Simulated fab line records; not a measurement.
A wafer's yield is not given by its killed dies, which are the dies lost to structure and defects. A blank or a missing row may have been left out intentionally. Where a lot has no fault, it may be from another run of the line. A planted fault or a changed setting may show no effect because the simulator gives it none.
What tool caused it? / flow n5_finfet / Sampling: 24 lots, 72 wafers, 4 of 1938 route steps

== WHAT THE GAUGES SHOWED, per wafer ==
N5_BEOL_M2_THK_MEAS_53: measures by xrf. Usual: for M2_THK the level is 39.6 nm and the standard deviation is 1.4.
lot=L074; measured=day 7 07:02; on=film_metro-02; M2_THK (nm)=41.1 40.6 42.7; flag=
lot=L075; measured=day 7 09:08; on=film_metro-02; M2_THK (nm)=37.0 39.9 37.7; flag=
lot=L076; measured=day 7 11:50; on=film_metro-02; M2_THK (nm)=36.5 38.5 38.6; flag=
lot=L077; measured=day 8 04:25; on=film_metro-01; M2_THK (nm)=40.8 39.3 38.1; flag=
lot=L078; measured=day 8 05:47; on=film_metro-02; M2_THK (nm)=40.4 37.9 39.1; flag=
lot=L079; measured=day 8 09:16; on=film_metro-02; M2_THK (nm)=40.0 38.8 37.4; flag=
lot=L080; measured=day 8 16:09; on=film_metro-01; M2_THK (nm)=37.1 37.1 38.1; flag=
lot=L081; measured=day 9 08:44; on=film_metro-01; M2_THK (nm)=38.1 38.7 39.4; flag=
lot=L082; measured=day 9 17:25; on=film_metro-02; M2_THK (nm)=39.5 40.0 40.2; flag=
lot=L083; measured=day 9 22:41; on=film_metro-02; M2_THK (nm)=38.8 40.3 38.9; flag=
lot=L084; measured=day 10 00:46; on=film_metro-02; M2_THK (nm)=38.9 38.8 39.8; flag=
lot=L086; measured=day 10 00:53; on=film_metro-02; M2_THK (nm)=39.9 40.2 39.4; flag=
lot=L085; measured=day 10 09:28; on=film_metro-01; M2_THK (nm)=39.5 40.7 40.6; flag=
lot=L088; measured=day 10 21:40; on=film_metro-02; M2_THK (nm)=38.0 38.6 40.1; flag=
lot=L087; measured=day 10 21:46; on=film_metro-01; M2_THK (nm)=41.8 41.8 40.6; flag=
lot=L090; measured=day 10 23:33; on=film_metro-01; M2_THK (nm)=39.5 39.4 39.2; flag=
lot=L089; measured=day 11 01:59; on=film_metro-01; M2_THK (nm)=37.5 39.9 37.2; flag=
lot=L091; measured=day 12 02:53; on=film_metro-02; M2_THK (nm)=40.8 40.9 39.7; flag=
lot=L092; measured=day 12 04:11; on=film_metro-02; M2_THK (nm)=39.7 40.6 41.5; flag=
lot=L093; measured=day 12 05:45; on=film_metro-01; M2_THK (nm)=39.7 40.5 39.0; flag=
lot=L094; measured=day 12 07:31; on=film_metro-02; M2_THK (nm)=38.6 37.4 39.7; flag=
lot=L095; measured=day 12 11:13; on=film_metro-01; M2_THK (nm)=39.0 37.7 37.5; flag=
lot=L096; measured=day 12 16:54; on=film_metro-02; M2_THK (nm)=40.1 39.7 39.8; flag=
lot=L097; measured=day 13 11:53; on=film_metro-01; M2_THK (nm)=37.3 39.2 41.2; flag=

N5_BEOL_M2_INSPECT_59: inspects for defects (darkfield). Usual: raw_defect_count at 72, with a standard deviation of 22.
lot=L074; measured=day 7 07:19; on=defect_inspect-02; raw_defect_count=62 99 89; flag=
lot=L075; measured=day 7 09:30; on=defect_inspect-01; raw_defect_count=73 65 120; flag=
lot=L076; measured=day 7 12:09; on=defect_inspect-01; raw_defect_count=49 55 56; flag=
lot=L077; measured=day 8 04:42; on=defect_inspect-01; raw_defect_count=104 66 85; flag=
lot=L078; measured=day 8 06:04; on=defect_inspect-01; raw_defect_count=65 91 88; flag=
lot=L079; measured=day 8 09:34; on=defect_inspect-02; raw_defect_count=58 68 90; flag=
lot=L080; measured=day 8 16:26; on=defect_inspect-02; raw_defect_count=100 85 96; flag=
lot=L081; measured=day 9 09:01; on=defect_inspect-01; raw_defect_count=33 67 83; flag=
lot=L082; measured=day 9 17:42; on=defect_inspect-01; raw_defect_count=67 71 48; flag=
lot=L083; measured=day 9 23:00; on=defect_inspect-02; raw_defect_count=66 60 66; flag=
lot=L084; measured=day 10 01:17; on=defect_inspect-01; raw_defect_count=30 43 40; flag=
lot=L086; measured=day 10 01:24; on=defect_inspect-01; raw_defect_count=76 33 43; flag=
lot=L085; measured=day 10 09:46; on=defect_inspect-02; raw_defect_count=40 71 57; flag=
lot=L088; measured=day 10 21:57; on=defect_inspect-01; raw_defect_count=129 66 115; flag=
lot=L087; measured=day 10 22:04; on=defect_inspect-01; raw_defect_count=115 94 106; flag=
lot=L090; measured=day 10 23:50; on=defect_inspect-01; raw_defect_count=112 90 74; flag=
lot=L089; measured=day 11 02:16; on=defect_inspect-01; raw_defect_count=68 58 59; flag=
lot=L091; measured=day 12 03:10; on=defect_inspect-02; raw_defect_count=84 45 49; flag=
lot=L092; measured=day 12 04:28; on=defect_inspect-02; raw_defect_count=88 79 58; flag=
lot=L093; measured=day 12 06:02; on=defect_inspect-02; raw_defect_count=69 86 90; flag=
lot=L094; measured=day 12 07:49; on=defect_inspect-01; raw_defect_count=67 65 78; flag=
lot=L095; measured=day 12 11:30; on=defect_inspect-01; raw_defect_count=71 52 110; flag=
lot=L096; measured=day 12 17:13; on=defect_inspect-01; raw_defect_count=68 95 79; flag=
lot=L097; measured=day 13 12:10; on=defect_inspect-01; raw_defect_count=62 47 54; flag=

== TOOL THAT RAN EACH LOT (tool first, then ch and the chambers of the sampled wafers, then the start) ==
lot=L074; N5_BEOL_M2_ANNEAL_82=pvd_sputter-01, day 7 05:01; N5_BEOL_M2_ANNEAL_87=pvd_sputter-01, day 7 05:14
lot=L075; N5_BEOL_M2_ANNEAL_82=pvd_sputter-03, day 7 07:02; N5_BEOL_M2_ANNEAL_87=pvd_sputter-03, day 7 07:16
lot=L076; N5_BEOL_M2_ANNEAL_82=pvd_sputter-01, day 7 09:48; N5_BEOL_M2_ANNEAL_87=pvd_sputter-01, day 7 10:01
lot=L077; N5_BEOL_M2_ANNEAL_82=pvd_sputter-01, day 8 02:23; N5_BEOL_M2_ANNEAL_87=pvd_sputter-01, day 8 02:37
lot=L078; N5_BEOL_M2_ANNEAL_82=pvd_sputter-03, day 8 03:46; N5_BEOL_M2_ANNEAL_87=pvd_sputter-03, day 8 03:59
lot=L079; N5_BEOL_M2_ANNEAL_82=pvd_sputter-02, day 8 07:15; N5_BEOL_M2_ANNEAL_87=pvd_sputter-02, day 8 07:28
lot=L080; N5_BEOL_M2_ANNEAL_82=pvd_sputter-01, day 8 14:07; N5_BEOL_M2_ANNEAL_87=pvd_sputter-01, day 8 14:20
lot=L081; N5_BEOL_M2_ANNEAL_82=pvd_sputter-02, day 9 01:40; N5_BEOL_M2_ANNEAL_87=pvd_sputter-02, day 9 06:54
lot=L082; N5_BEOL_M2_ANNEAL_82=pvd_sputter-03, day 9 15:23; N5_BEOL_M2_ANNEAL_87=pvd_sputter-03, day 9 15:37
lot=L083; N5_BEOL_M2_ANNEAL_82=pvd_sputter-01, day 9 20:31; N5_BEOL_M2_ANNEAL_87=pvd_sputter-01, day 9 20:44
lot=L084; N5_BEOL_M2_ANNEAL_82=pvd_sputter-02, day 9 22:03; N5_BEOL_M2_ANNEAL_87=pvd_sputter-02, day 9 22:16
lot=L086; N5_BEOL_M2_ANNEAL_82=pvd_sputter-01, day 9 22:36; N5_BEOL_M2_ANNEAL_87=pvd_sputter-01, day 9 22:49
lot=L085; N5_BEOL_M2_ANNEAL_82=pvd_sputter-02, day 10 07:26; N5_BEOL_M2_ANNEAL_87=pvd_sputter-02, day 10 07:40
lot=L088; N5_BEOL_M2_ANNEAL_82=pvd_sputter-03, day 10 19:38; N5_BEOL_M2_ANNEAL_87=pvd_sputter-03, day 10 19:52
lot=L087; N5_BEOL_M2_ANNEAL_82=pvd_sputter-01, day 10 19:44; N5_BEOL_M2_ANNEAL_87=pvd_sputter-01, day 10 19:58
lot=L090; N5_BEOL_M2_ANNEAL_82=pvd_sputter-03, day 10 21:29; N5_BEOL_M2_ANNEAL_87=pvd_sputter-03, day 10 21:42
lot=L089; N5_BEOL_M2_ANNEAL_82=pvd_sputter-03, day 10 23:35; N5_BEOL_M2_ANNEAL_87=pvd_sputter-03, day 10 23:48
lot=L091; N5_BEOL_M2_ANNEAL_82=pvd_sputter-02, day 12 00:51; N5_BEOL_M2_ANNEAL_87=pvd_sputter-02, day 12 01:04
lot=L092; N5_BEOL_M2_ANNEAL_82=pvd_sputter-03, day 12 01:53; N5_BEOL_M2_ANNEAL_87=pvd_sputter-03, day 12 02:06
lot=L093; N5_BEOL_M2_ANNEAL_82=pvd_sputter-03, day 12 03:43; N5_BEOL_M2_ANNEAL_87=pvd_sputter-03, day 12 03:56
lot=L094; N5_BEOL_M2_ANNEAL_82=pvd_sputter-01, day 12 05:30; N5_BEOL_M2_ANNEAL_87=pvd_sputter-01, day 12 05:43
lot=L095; N5_BEOL_M2_ANNEAL_82=pvd_sputter-03, day 12 09:11; N5_BEOL_M2_ANNEAL_87=pvd_sputter-03, day 12 09:24
lot=L096; N5_BEOL_M2_ANNEAL_82=pvd_sputter-02, day 12 14:52; N5_BEOL_M2_ANNEAL_87=pvd_sputter-02, day 12 15:05
lot=L097; N5_BEOL_M2_ANNEAL_82=pvd_sputter-03, day 13 09:52; N5_BEOL_M2_ANNEAL_87=pvd_sputter-03, day 13 10:05
- N5_BEOL_M2_ANNEAL_82: time 240 s.
- N5_BEOL_M2_ANNEAL_87: time 240 s.

== WHAT THE TOOLS THEMSELVES READ (means of the sampled wafers that have a number; where no wafer has one, the mark that the record gives instead) ==
N5_BEOL_M2_ANNEAL_82. Usual: heater_power_w 811 W, standard deviation 79; susceptor_temp_C 399.98 C, standard deviation 0.22; susceptor_temp_C_max 401.1, standard deviation 0.33.
lot=L074; tool=pvd_sputter-01; heater_power_w (W)=842; susceptor_temp_C (C)=400.14; susceptor_temp_C_max=401.6; flag=
lot=L075; tool=pvd_sputter-03; heater_power_w (W)=804; susceptor_temp_C (C)=399.96; susceptor_temp_C_max=400.9; flag=
lot=L076; tool=pvd_sputter-01; heater_power_w (W)=818; susceptor_temp_C (C)=399.80; susceptor_temp_C_max=401.2; flag=
lot=L077; tool=pvd_sputter-01; heater_power_w (W)=803; susceptor_temp_C (C)=399.65; susceptor_temp_C_max=401.0; flag=
lot=L078; tool=pvd_sputter-03; heater_power_w (W)=745; susceptor_temp_C (C)=399.97; susceptor_temp_C_max=401.0; flag=
lot=L079; tool=pvd_sputter-02; heater_power_w (W)=886; susceptor_temp_C (C)=400.00; susceptor_temp_C_max=401.2; flag=
lot=L080; tool=pvd_sputter-01; heater_power_w (W)=771; susceptor_temp_C (C)=400.09; susceptor_temp_C_max=401.2; flag=
lot=L081; tool=pvd_sputter-02; heater_power_w (W)=924; susceptor_temp_C (C)=400.14; susceptor_temp_C_max=401.0; flag=
lot=L082; tool=pvd_sputter-03; heater_power_w (W)=767; susceptor_temp_C (C)=399.99; susceptor_temp_C_max=401.0; flag=
lot=L083; tool=pvd_sputter-01; heater_power_w (W)=796; susceptor_temp_C (C)=399.99; susceptor_temp_C_max=401.2; flag=
lot=L084; tool=pvd_sputter-02; heater_power_w (W)=927; susceptor_temp_C (C)=399.94; susceptor_temp_C_max=401.0; flag=
lot=L086; tool=pvd_sputter-01; heater_power_w (W)=797; susceptor_temp_C (C)=399.84; susceptor_temp_C_max=401.4; flag=
lot=L085; tool=pvd_sputter-02; heater_power_w (W)=871; susceptor_temp_C (C)=399.88; susceptor_temp_C_max=400.8; flag=
lot=L088; tool=pvd_sputter-03; heater_power_w (W)=737; susceptor_temp_C (C)=400.14; susceptor_temp_C_max=401.2; flag=
lot=L087; tool=pvd_sputter-01; heater_power_w (W)=745; susceptor_temp_C (C)=399.78; susceptor_temp_C_max=400.8; flag=
lot=L090; tool=pvd_sputter-03; heater_power_w (W)=772; susceptor_temp_C (C)=399.88; susceptor_temp_C_max=401.0; flag=
lot=L089; tool=pvd_sputter-03; heater_power_w (W)=793; susceptor_temp_C (C)=400.14; susceptor_temp_C_max=401.3; flag=
lot=L091; tool=pvd_sputter-02; heater_power_w (W)=922; susceptor_temp_C (C)=400.03; susceptor_temp_C_max=401.2; flag=
lot=L092; tool=pvd_sputter-03; heater_power_w (W)=737; susceptor_temp_C (C)=399.83; susceptor_temp_C_max=400.7; flag=
lot=L093; tool=pvd_sputter-03; heater_power_w (W)=835; susceptor_temp_C (C)=399.94; susceptor_temp_C_max=401.0; flag=
lot=L094; tool=pvd_sputter-01; heater_power_w (W)=809; susceptor_temp_C (C)=400.20; susceptor_temp_C_max=401.4; flag=
lot=L095; tool=pvd_sputter-03; heater_power_w (W)=740; susceptor_temp_C (C)=400.00; susceptor_temp_C_max=401.0; flag=
lot=L096; tool=pvd_sputter-02; heater_power_w (W)=820; susceptor_temp_C (C)=400.11; susceptor_temp_C_max=401.0; flag=
lot=L097; tool=pvd_sputter-03; heater_power_w (W)=805; susceptor_temp_C (C)=400.05; susceptor_temp_C_max=401.0; flag=

N5_BEOL_M2_ANNEAL_87. Usual: heater_power_w 810 W, standard deviation 76; susceptor_temp_C 400.01 C, standard deviation 0.21; susceptor_temp_C_max 401.1, standard deviation 0.37.
lot=L074; tool=pvd_sputter-01; heater_power_w (W)=834; susceptor_temp_C (C)=399.93; susceptor_temp_C_max=401.3; flag=
lot=L075; tool=pvd_sputter-03; heater_power_w (W)=800; susceptor_temp_C (C)=399.91; susceptor_temp_C_max=400.9; flag=
lot=L076; tool=pvd_sputter-01; heater_power_w (W)=822; susceptor_temp_C (C)=400.04; susceptor_temp_C_max=401.4; flag=
lot=L077; tool=pvd_sputter-01; heater_power_w (W)=804; susceptor_temp_C (C)=399.99; susceptor_temp_C_max=401.6; flag=
lot=L078; tool=pvd_sputter-03; heater_power_w (W)=738; susceptor_temp_C (C)=400.03; susceptor_temp_C_max=401.0; flag=
lot=L079; tool=pvd_sputter-02; heater_power_w (W)=882; susceptor_temp_C (C)=400.01; susceptor_temp_C_max=401.2; flag=
lot=L080; tool=pvd_sputter-01; heater_power_w (W)=762; susceptor_temp_C (C)=400.07; susceptor_temp_C_max=401.2; flag=
lot=L081; tool=pvd_sputter-02; heater_power_w (W)=902; susceptor_temp_C (C)=399.96; susceptor_temp_C_max=400.9; flag=
lot=L082; tool=pvd_sputter-03; heater_power_w (W)=761; susceptor_temp_C (C)=399.91; susceptor_temp_C_max=400.7; flag=
lot=L083; tool=pvd_sputter-01; heater_power_w (W)=797; susceptor_temp_C (C)=400.02; susceptor_temp_C_max=401.3; flag=
lot=L084; tool=pvd_sputter-02; heater_power_w (W)=921; susceptor_temp_C (C)=399.98; susceptor_temp_C_max=401.3; flag=
lot=L086; tool=pvd_sputter-01; heater_power_w (W)=791; susceptor_temp_C (C)=400.11; susceptor_temp_C_max=401.4; flag=
lot=L085; tool=pvd_sputter-02; heater_power_w (W)=870; susceptor_temp_C (C)=400.03; susceptor_temp_C_max=401.0; flag=
lot=L088; tool=pvd_sputter-03; heater_power_w (W)=754; susceptor_temp_C (C)=400.10; susceptor_temp_C_max=401.1; flag=
lot=L087; tool=pvd_sputter-01; heater_power_w (W)=753; susceptor_temp_C (C)=400.12; susceptor_temp_C_max=401.2; flag=
lot=L090; tool=pvd_sputter-03; heater_power_w (W)=774; susceptor_temp_C (C)=400.00; susceptor_temp_C_max=401.0; flag=
lot=L089; tool=pvd_sputter-03; heater_power_w (W)=787; susceptor_temp_C (C)=400.18; susceptor_temp_C_max=401.2; flag=
lot=L091; tool=pvd_sputter-02; heater_power_w (W)=921; susceptor_temp_C (C)=399.80; susceptor_temp_C_max=401.0; flag=
lot=L092; tool=pvd_sputter-03; heater_power_w (W)=750; susceptor_temp_C (C)=400.10; susceptor_temp_C_max=401.0; flag=
lot=L093; tool=pvd_sputter-03; heater_power_w (W)=834; susceptor_temp_C (C)=399.86; susceptor_temp_C_max=400.9; flag=
lot=L094; tool=pvd_sputter-01; heater_power_w (W)=809; susceptor_temp_C (C)=399.95; susceptor_temp_C_max=401.4; flag=
lot=L095; tool=pvd_sputter-03; heater_power_w (W)=748; susceptor_temp_C (C)=400.04; susceptor_temp_C_max=401.0; flag=
lot=L096; tool=pvd_sputter-02; heater_power_w (W)=820; susceptor_temp_C (C)=399.98; susceptor_temp_C_max=401.1; flag=
lot=L097; tool=pvd_sputter-03; heater_power_w (W)=778; susceptor_temp_C (C)=400.29; susceptor_temp_C_max=401.5; flag=

== THE ANSWER, worked out from the rows above alone ==
Rule: lot off if the mean of its wafers having a number is beyond 3 standard deviations from the usual mean. Also off: a lot with no number at a reading for which 4 or more lots have one. Where the step has rows for the other lots, those lots are counted as sound. After the gauges, taken in route order, come the tools' own readings; for these a lot's mean is taken, as printed above. At the first step where some lot is off, the reading lying furthest off is the one used; lots without a number count as furthest.
No lot is off on any of the readings shown, so nothing can be concluded from this.

== WHAT THE SIMULATOR PUT IN ==
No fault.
